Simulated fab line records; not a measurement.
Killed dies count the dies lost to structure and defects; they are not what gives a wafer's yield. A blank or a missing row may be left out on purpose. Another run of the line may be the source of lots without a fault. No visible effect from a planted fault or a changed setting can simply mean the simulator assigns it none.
fab line records	flow nand_harc
record lots=6	wafers=18	last_day=24
route steps=1159 shown A_STAIRCASE@540
lots that met no fault: taken from a fault-free run of the same line
start_h: hours from the record's first day to the start of the lot's first wafer shown	wait_h: hours since the lot's step before	" same as the row above	L1.1+2: one row covering several wafers at once	- no value, or no start was given	* or withheld: withheld	< > ~ a bound
route shown NAME@n: NAME is a module with steps in the file, n the number in the route of the first one	usual: the fault-free wafers' mean and standard deviation	same: alike in all rows	chamber/n: place in a boat	sites: per-site readings	_std_site: standard deviation of those values	_edge_site: inner sites' mean taken away from outer sites' mean	radius_mm: for every site, how far away it sits from the centre of the wafer	mask NAME#n: copy n	behind: the tool/chamber that last shaped the wafer	hold: why the lot was held/for how many hours/how that ended	device: the transistor (n, p or np) that didn't switch	end of line: tests run on the same wafers once the route is complete	for a step that has no rows: nothing shown but its recipe	killed: count of dies lost to structure and defects at first sort (not the wafer's yield)	map: shows each die of a wafer: x if killed, . if not, _ if none is there
set.NAME: setting as actually run; set.NAME@STEP: the setting as run at that earlier step	model.NAME: the simulator's own value behind a step, which no gauge read
a table for each step, a row for each wafer; lots at some steps of the route
services: the hour from which a tool's chamber was out of use, counted from the record's first day as start_h (under 0 if before that day), plus the number of hours and why
## steps
# step NHARC_A_STAIRCASE_SOFTBAKE_04
# recipe temp_c=135	time_s=170
# step NHARC_A_STAIRCASE_EBR_05
# step NHARC_A_STAIRCASE_EXPOSE_06
# recipe na=0.5	dose_mj=25.43	mask_id=STAIR
# step NHARC_A_STAIRCASE_PEB_07
# recipe peb_temp_c=115	peb_time_s=130
# step NHARC_A_STAIRCASE_DEVELOP_08
# recipe time_s=140
# step NHARC_A_STAIRCASE_HARDBAKE_10
# recipe temp_c=120	time_s=140
# step NHARC_A_STAIRCASE_DESCUM_11
# recipe time_s=3	o2_flow_sccm=200	ar_flow_sccm=0	bias_power_w=0	chemistry=O2
# usual chamber_pressure_mTorr=60.00/0.055	drypump_motor_current_A=5.7/0.33	o2_flow_sccm=200.1/0.62	oes_product_au=1.000/0.0081	rf_vpp_V=57.7/0.92	showerhead_plenum_p_Torr=1.91/0.094	throttle_valve_pct=11.312/0.009
# same bias_power_w=0
lot.wafer	tool	chamber	start_h	wait_h	chamber_pressure_mTorr	drypump_motor_current_A	o2_flow_sccm	oes_product_au	rf_hours_counter_h	rf_vpp_V	showerhead_plenum_p_Torr	throttle_valve_pct
L128.3	rie_diel-02	0	243.12	-	59.96	5.9	200.4	1.001	34	57.7	1.87	11.325
L128.1	"	2	"	"	59.97	5.4	200.2	0.988	31	57.5	1.80	11.310
L128.5	"	0	"	"	60.09	5.9	199.8	1.003	-	58.9	1.87	11.330
L134.1	rie_diel-03	3	277.67	-	60.05	6.0	199.9	0.996	21	57.7	1.97	11.312
L134.5	"	2	"	"	59.92	5.8	199.8	1.009	-	58.7	1.95	11.325
L134.6	"	3	"	"	60.03	6.1	199.4	1.002	-	59.2	1.97	11.309
L135.4	rie_diel-03	2	286.41	-	60.00	5.8	200.5	0.996	24	58.9	1.95	11.316
L135.2	"	3	"	"	59.95	6.1	199.7	0.995	24	58.7	1.97	11.306
L135.3	"	1	"	"	60.01	5.8	199.4	1.002	24	61.1	2.05	11.317
L146.2	rie_diel-03	3	363.26	-	60.00	6.0	199.5	1.001	56	56.7	1.96	11.325
L146.6	"	1	"	"	59.92	5.7	200.1	0.998	-	58.1	2.04	11.311
L146.5	"	2	"	"	60.02	5.7	200.3	1.000	-	57.7	1.94	11.307
L149.4	rie_diel-07	2	368.87	-	59.96	6.0	200.6	1.011	45	58.5	1.81	11.329
L149.3	"	3	"	"	59.96	5.7	200.4	0.996	37	56.8	1.95	11.308
L149.1	"	0	"	"	59.92	6.3	199.9	1.009	41	57.6	2.06	11.294
L150.2	rie_diel-03	0	375.35	-	60.08	5.4	200.1	0.983	59	57.8	1.94	11.313
L150.4	"	1	"	"	59.91	5.8	200.0	0.996	62	57.3	2.04	11.300
L150.6	"	0	"	"	60.00	5.5	200.5	1.001	-	57.2	1.94	11.306
# step NHARC_A_STAIRCASE_TRIM_12
# recipe time_s=211.2	o2_flow_sccm=500	ar_flow_sccm=0	bias_w=0	chemistry=O2
# usual chamber_pressure_mTorr=60.00/0.054	drypump_motor_current_A=5.7/0.32	o2_flow_sccm=500.1/1.6	oes_product_au=1.000/0.0078	rf_vpp_V=57.8/0.96	showerhead_plenum_p_Torr=3.51/0.16	throttle_valve_pct=17.037/0.0093
# same bias_w=0
lot.wafer	tool	chamber	start_h	wait_h	chamber_pressure_mTorr	drypump_motor_current_A	o2_flow_sccm	oes_product_au	rf_hours_counter_h	rf_vpp_V	showerhead_plenum_p_Torr	throttle_valve_pct
L128.1	rie_diel-02	2	243.23	0.1	60.01	5.3	501.4	0.992	31	57.3	3.33	17.062
L128.3	"	3	"	"	59.99	5.0	499.4	1.004	32	57.1	3.38	17.039
L128.5	"	1	"	"	60.02	5.4	500.2	1.010	-	56.6	3.33	17.047
L134.1	rie_diel-03	3	277.77	0.1	59.97	6.1	497.0	0.993	21	59.6	3.62	17.034
L134.5	"	1	"	"	59.94	5.8	498.1	1.004	-	58.0	3.76	17.041
L134.6	"	2	"	"	59.94	5.8	500.0	0.998	-	59.0	3.59	17.039
L135.3	rie_diel-03	1	286.51	0.1	60.05	5.8	498.0	0.994	24	58.9	3.76	17.031
L135.4	"	2	"	"	59.95	5.7	501.2	1.009	24	57.4	3.59	17.031
L135.2	"	3	"	"	59.86	6.1	498.8	1.005	24	57.5	3.62	17.022
L146.2	rie_diel-03	1	363.36	0.1	60.05	5.8	498.8	0.997	56	58.1	3.74	17.043
L146.5	"	3	"	"	59.97	6.1	502.5	1.002	-	57.3	3.60	17.021
L146.6	"	0	"	"	59.96	5.5	498.3	0.986	-	57.2	3.57	17.028
L149.4	rie_diel-07	1	368.95	0.1	59.99	5.6	501.7	0.984	44	56.0	3.31	17.031
L149.1	"	2	"	"	59.99	6.0	501.9	1.006	45	59.4	3.34	17.048
L149.3	"	3	"	"	60.02	5.7	500.1	1.001	37	57.7	3.60	17.057
L150.2	rie_diel-03	0	375.50	0.1	59.94	5.5	499.3	0.985	59	57.1	3.57	17.040
L150.4	"	2	"	"	60.03	5.7	499.9	1.002	57	58.4	3.57	17.043
L150.6	"	0	"	"	60.02	5.5	500.6	0.997	-	58.3	3.57	17.035
# step NHARC_A_STAIRCASE_ETCH_13
# recipe target_depth_a=1000	time_s=40.5	ion_energy_ev=400	c4f8_flow_sccm=20	o2_flow_sccm=10	ar_flow_sccm=withheld	rf_w=600	bias_w=1000	chemistry=C4F8/O2
# step NHARC_A_STAIRCASE_TRIM_14
# recipe time_s=211.2	o2_flow_sccm=500	ar_flow_sccm=0	bias_w=0	chemistry=O2
# usual chamber_pressure_mTorr=59.99/0.055	drypump_motor_current_A=5.7/0.34	o2_flow_sccm=499.7/1.5	oes_product_au=1.000/0.0075	rf_vpp_V=57.7/0.87	showerhead_plenum_p_Torr=3.52/0.16	throttle_valve_pct=17.037/0.0098
# same bias_w=0
lot.wafer	tool	chamber	start_h	wait_h	chamber_pressure_mTorr	drypump_motor_current_A	o2_flow_sccm	oes_product_au	rf_hours_counter_h	rf_vpp_V	showerhead_plenum_p_Torr	throttle_valve_pct
L128.1	rie_diel-02	3	-	-	60.01	5.0	501.5	0.997	32	58.2	3.38	17.037
L128.3	"	2	"	"	60.14	5.4	500.9	0.990	31	57.1	3.33	17.050
L128.5	"	0	"	"	60.02	5.9	500.4	1.003	-	59.6	3.46	17.022
L134.1	rie_diel-03	2	-	-	59.97	5.7	500.0	1.006	21	57.2	3.59	17.031
L134.5	"	2	"	"	59.98	5.8	501.7	1.009	-	58.6	3.59	17.045
L134.6	"	3	"	"	59.97	6.1	500.3	1.000	-	57.4	3.62	17.048
L135.4	rie_diel-03	0	-	-	59.93	5.5	499.4	1.003	22	58.5	3.59	17.043
L135.3	"	1	"	"	59.94	5.8	499.0	1.003	25	59.3	3.76	17.040
L135.2	"	2	"	"	59.90	5.8	498.4	0.986	24	57.3	3.59	17.048
L146.2	rie_diel-03	1	-	-	60.00	5.8	500.1	0.991	56	57.2	3.74	17.021
L146.6	"	1	"	"	60.01	5.8	501.0	0.985	-	58.8	3.74	17.031
L146.5	"	2	"	"	59.92	5.7	499.2	0.995	-	57.7	3.58	17.036
L149.4	rie_diel-07	3	-	-	60.00	5.7	502.5	1.002	37	58.0	3.60	17.036
L149.1	"	1	"	"	59.96	5.6	501.5	0.985	44	58.0	3.31	17.025
L149.3	"	2	"	"	60.01	6.1	501.2	0.993	45	56.9	3.34	17.039
L150.2	rie_diel-03	2	-	-	59.91	5.8	497.9	1.014	57	57.5	3.57	17.025
L150.4	"	1	"	"	59.97	5.8	498.2	0.993	62	58.0	3.74	17.036
L150.6	"	2	"	"	59.97	5.8	500.2	1.007	-	57.5	3.57	17.054
# step NHARC_A_STAIRCASE_ETCH_15
# recipe target_depth_a=1000	time_s=40.5	ion_energy_ev=400	c4f8_flow_sccm=20	o2_flow_sccm=10	ar_flow_sccm=withheld	rf_w=600	bias_w=1000	chemistry=C4F8/O2
# usual bias_w=1000/3.2	chamber_pressure_mTorr=24.999/0.023	oes_product_au=0.940/0.011	rf_vpp_V=896/5.8
lot.wafer	tool	chamber	start_h	wait_h	bias_w	chamber_pressure_mTorr	oes_product_au	rf_hours_counter_h	rf_vpp_V
L128.1	rie_diel-02	3	-	-	1002	25.018	0.930	32	891
L128.3	"	1	"	"	993	25.022	0.953	33	889
L128.5	"	3	"	"	998	24.977	0.933	-	891
L134.1	rie_diel-03	2	-	-	1001	24.999	0.935	21	898
L134.5	"	1	"	"	998	25.013	0.949	-	904
L134.6	"	2	"	"	1001	25.022	0.950	-	900
L135.4	rie_diel-03	3	-	-	1001	25.007	0.939	24	897
L135.2	"	0	"	"	1001	24.985	0.945	22	899
L135.3	"	2	"	"	1002	24.988	0.963	24	899
L146.2	rie_diel-03	0	-	-	1003	25.013	0.934	54	897
L146.5	"	3	"	"	997	24.974	0.939	-	899
L146.6	"	0	"	"	1003	24.953	0.940	-	896
L149.1	rie_diel-07	1	-	-	1003	25.007	0.932	44	889
L149.3	"	2	"	"	1005	25.001	0.955	45	891
L149.4	"	3	"	"	1003	24.986	0.948	37	900
L150.4	rie_diel-03	3	-	-	1001	24.983	0.932	62	899
L150.2	"	0	"	"	997	24.959	0.931	60	899
L150.6	"	2	"	"	999	25.024	0.942	-	899
# step NHARC_A_STAIRCASE_TRIM_16
# recipe time_s=211.2	o2_flow_sccm=500	ar_flow_sccm=0	bias_w=0	chemistry=O2
# usual chamber_pressure_mTorr=59.99/0.06	drypump_motor_current_A=5.7/0.33	o2_flow_sccm=500.2/1.5	oes_product_au=0.999/0.0073	rf_vpp_V=57.6/0.84	showerhead_plenum_p_Torr=3.51/0.16	throttle_valve_pct=17.037/0.0085
# same bias_w=0
lot.wafer	tool	chamber	start_h	wait_h	chamber_pressure_mTorr	drypump_motor_current_A	o2_flow_sccm	oes_product_au	rf_hours_counter_h	rf_vpp_V	showerhead_plenum_p_Torr	throttle_valve_pct
L128.1	rie_diel-02	3	243.74	-	59.89	5.0	499.3	1.001	32	56.2	3.39	17.029
L128.3	"	0	"	"	59.99	5.9	500.5	1.013	34	58.0	3.46	17.031
L128.5	"	2	"	"	59.96	5.4	498.6	1.007	-	58.3	3.33	17.050
L134.1	rie_diel-03	3	278.20	-	59.96	6.1	500.6	0.990	21	57.1	3.62	17.049
L134.5	"	3	"	"	60.04	6.1	500.6	1.407	-	58.0	3.62	17.024
L134.6	"	0	"	"	59.93	5.5	498.8	1.005	-	57.4	3.59	17.034
L135.4	rie_diel-03	1	287.16	-	60.03	5.7	503.5	1.002	25	57.2	3.76	17.039
L135.3	"	3	"	"	60.01	6.1	501.0	1.404	25	59.6	3.62	17.054
L135.2	"	0	"	"	60.04	5.5	500.6	1.003	22	56.4	3.59	17.046
L146.2	rie_diel-03	3	363.80	-	59.99	6.0	499.2	1.000	56	57.0	3.60	17.028
L146.5	"	2	"	"	59.72	5.8	499.8	0.992	-	56.5	3.58	17.021
L146.6	"	3	"	"	60.03	6.1	499.9	0.998	-	58.9	3.60	17.040
L149.4	rie_diel-07	2	369.51	-	60.01	6.1	499.7	1.006	45	58.5	3.34	17.045
L149.1	"	3	"	"	60.08	5.7	499.4	0.997	37	58.4	3.60	17.044
L149.3	"	0	"	"	60.01	6.3	501.8	0.985	41	59.5	3.78	17.039
L150.2	rie_diel-03	1	376.10	-	60.01	5.8	499.9	0.995	62	58.9	3.74	17.028
L150.4	"	3	"	"	59.85	6.1	502.1	1.012	63	57.5	3.60	17.028
L150.6	"	1	"	"	60.00	5.8	499.6	0.988	-	57.6	3.74	17.046
# step NHARC_A_STAIRCASE_ETCH_17
# recipe target_depth_a=1000	time_s=40.5	ion_energy_ev=400	c4f8_flow_sccm=20	o2_flow_sccm=10	ar_flow_sccm=withheld	rf_w=600	bias_w=1000	chemistry=C4F8/O2
# usual bias_w=1001/3.1	chamber_pressure_mTorr=25.003/0.022	oes_product_au=0.941/0.012	rf_vpp_V=896/6
lot.wafer	tool	chamber	start_h	wait_h	bias_w	chamber_pressure_mTorr	oes_product_au	rf_hours_counter_h	rf_vpp_V
L128.3	rie_diel-02	2	-	-	1002	25.006	0.945	32	889
L128.1	"	0	"	"	1000	24.998	0.944	34	893
L128.5	"	2	"	"	1000	25.020	0.945	-	890
L134.1	rie_diel-03	3	-	-	1004	25.006	0.953	21	898
L134.6	"	1	"	"	1001	25.038	0.965	-	905
L134.5	"	2	"	"	1005	24.992	0.951	-	899
L135.3	rie_diel-03	0	-	-	1001	25.022	0.936	23	899
L135.4	"	1	"	"	1003	24.994	0.935	25	904
L135.2	"	3	"	"	1002	25.007	0.941	25	900
L146.2	rie_diel-03	1	-	-	1001	25.006	0.938	56	904
L146.5	"	1	"	"	996	25.033	0.938	-	904
L146.6	"	2	"	"	1002	24.954	0.938	-	899
L149.1	rie_diel-07	3	-	-	1000	25.013	0.951	37	898
L149.3	"	0	"	"	994	25.030	0.952	41	905
L149.4	"	2	"	"	1006	25.004	0.953	45	891
L150.2	rie_diel-03	0	-	-	1006	24.983	0.927	60	898
L150.4	"	2	"	"	999	24.997	0.921	57	898
L150.6	"	3	"	"	996	25.014	0.937	-	899
## services
tool	chamber	start_h	hours	kind
rie_diel-03	0	224.30	-	clean
rie_diel-03	1	224.30	-	clean
rie_diel-03	2	224.30	-	clean
rie_diel-03	3	224.30	-	clean
rie_diel-03	0	224.77	8.1	repair
rie_diel-07	-	228.37	9.0	pm
rie_diel-07	0	241.42	3.2	repair
rie_diel-03	1	245.13	1.9	repair
rie_diel-03	0	248.89	-	clean
rie_diel-03	1	248.89	-	clean
rie_diel-03	2	248.89	-	clean
rie_diel-03	3	248.89	-	clean
rie_diel-02	2	254.31	11.7	repair
rie_diel-03	0	273.39	-	clean
rie_diel-03	1	273.39	-	clean
rie_diel-03	2	273.39	-	clean
rie_diel-03	3	273.39	-	clean
rie_diel-03	0	297.97	-	clean
rie_diel-03	1	297.97	-	clean
rie_diel-03	2	297.97	-	clean
rie_diel-07	3	320.10	10.3	repair
rie_diel-02	-	328.11	9.0	pm
rie_diel-07	-	349.49	0.6	repair
rie_diel-07	2	373.39	6.5	repair
## key
first_sign step=NHARC_A_STAIRCASE_TRIM_16	reading=oes_product_au	direction=up	sigmas=56	usual=0.999	struck=1.405
effect none on later readings
met_at NHARC_A_STAIRCASE_TRIM_16
struck_wafers L134.5,L135.3
later_rows_left_out L134.5,L135.3
sort_left_out L134.5,L135.3
tester_left_out L134,L135
fault kind=process_parameter_drift	tool=rie_diel-03	chamber=-	onset_h=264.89	steps=NHARC_A_STAIRCASE_TRIM_16	channel=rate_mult	offset=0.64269	shape=step	end_h=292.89	scope=struck_wafers_only
# tester_left_out: of these lots the tester's yield and bins aren't shown, on N5 and GAA mostly nor the transistor test; their killed dies are dies lost to structure and defects alone, not to doping, threshold or leakage, so they don't give the yield
# sort_left_out: the simulated sort isn't trusted on such a fault, so these wafers' sort isn't shown, and their yield isn't known
# later_rows_left_out: the simulator's readings of these wafers behind a module that went badly wrong aren't trusted and aren't shown, but for the sort
